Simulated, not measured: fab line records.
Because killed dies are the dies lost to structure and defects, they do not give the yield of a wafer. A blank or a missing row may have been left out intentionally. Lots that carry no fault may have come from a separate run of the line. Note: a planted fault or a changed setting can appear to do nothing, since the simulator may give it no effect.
Shared-tool check -- flow nand-harc -- 2 lots, 6 wafers sampled

THE REASON FOR OPENING IT
At NHARC_END_SORT_01 the reading killed-at-array is flagged on 2 of 2 lots. No-fault wafers: 26, standard deviation 10.
Rule: a lot is flagged when every wafer of it that has a number lies more than 4 standard deviations from that mean, or none has a number. All remaining lots are regarded as sound.

lot,measured,on,"killed-at-array, wafer by wafer",flag
L590,day 23 07:49,prober-02,195 225 222,FLAGGED
L593,day 24 05:56,prober-01,244 188 196,FLAGGED
On average the flagged lots' numbers are 212, which is +186 against the usual, or +19 standard deviations.

WHICH TOOL EACH LOT WENT THROUGH
Before the reading, the record contains 3 process steps out of a 1159-step route. Read each cell as the tool, then ch plus the chambers that the sampled wafers visited, then the start.
lot,flag,NHARC_A_CHANNEL_HOLE_D1_DEP_00,NHARC_THIN_TSV_PRE_CLEAN_50,NHARC_THIN_TSV_CMP_21
L590,FLAGGED,"acl-dep-01 ch 0, day 12 01:41","pvd-sputter-01, day 22 21:26 or earlier","cmp-03 ch 0,1, day 22 21:26"
L593,FLAGGED,"acl-dep-01 ch 0, day 12 11:05","pvd-sputter-01, day 23 18:01 or earlier","cmp-02 ch 0,1,2, day 23 18:01"
What the steps here do:
- NHARC_A_CHANNEL_HOLE_D1_DEP_00: deposits aC, target thk 3100 nm.
- NHARC_THIN_TSV_PRE_CLEAN_50: time 30 s.
- NHARC_THIN_TSV_CMP_21: polishes, t overpolish 30 s, target thk 2000 nm.
- NHARC_END_SORT_01

FLAGGED OVER TOTAL, TOOL BY TOOL (the gauges that took the reading come last)
step,tool,lots run,flagged,share of the flagged lots,sound lots run after its first flagged lot
NHARC_A_CHANNEL_HOLE_D1_DEP_00,acl-dep-01,2,2,all,0
NHARC_THIN_TSV_PRE_CLEAN_50,pvd-sputter-01,2,2,all,0
NHARC_THIN_TSV_CMP_21,cmp-02,1,1,some,0
NHARC_THIN_TSV_CMP_21,cmp-03,1,1,some,0
NHARC_END_SORT_01,prober-01,1,1,some,0
NHARC_END_SORT_01,prober-02,1,1,some,0
With no start given for some of its lots, NHARC_THIN_TSV_PRE_CLEAN_50 uses the hours and lot order of NHARC_THIN_TSV_CMP_21.

WHAT IS ALLOWED BY THE TABLE
2 rows of the table ran every flagged lot: acl-dep-01 at NHARC_A_CHANNEL_HOLE_D1_DEP_00, pvd-sputter-01 at NHARC_THIN_TSV_PRE_CLEAN_50.
- acl-dep-01 at NHARC_A_CHANNEL_HOLE_D1_DEP_00: 2 of its 2 lots flagged. No sound lot ran on it before its first flagged lot in this sample; the start therefore can't be narrowed down.
- pvd-sputter-01 at NHARC_THIN_TSV_PRE_CLEAN_50: 2 of its 2 lots flagged. No sound lot ran on it before its first flagged lot in this sample; the start therefore can't be narrowed down.
Because each of these 2 tools fits a fault that began at some hour, counting lots does not separate them. More lots, or a look at what each step does to the wafer, might.

WHAT THE SIMULATOR HAD INSERTED
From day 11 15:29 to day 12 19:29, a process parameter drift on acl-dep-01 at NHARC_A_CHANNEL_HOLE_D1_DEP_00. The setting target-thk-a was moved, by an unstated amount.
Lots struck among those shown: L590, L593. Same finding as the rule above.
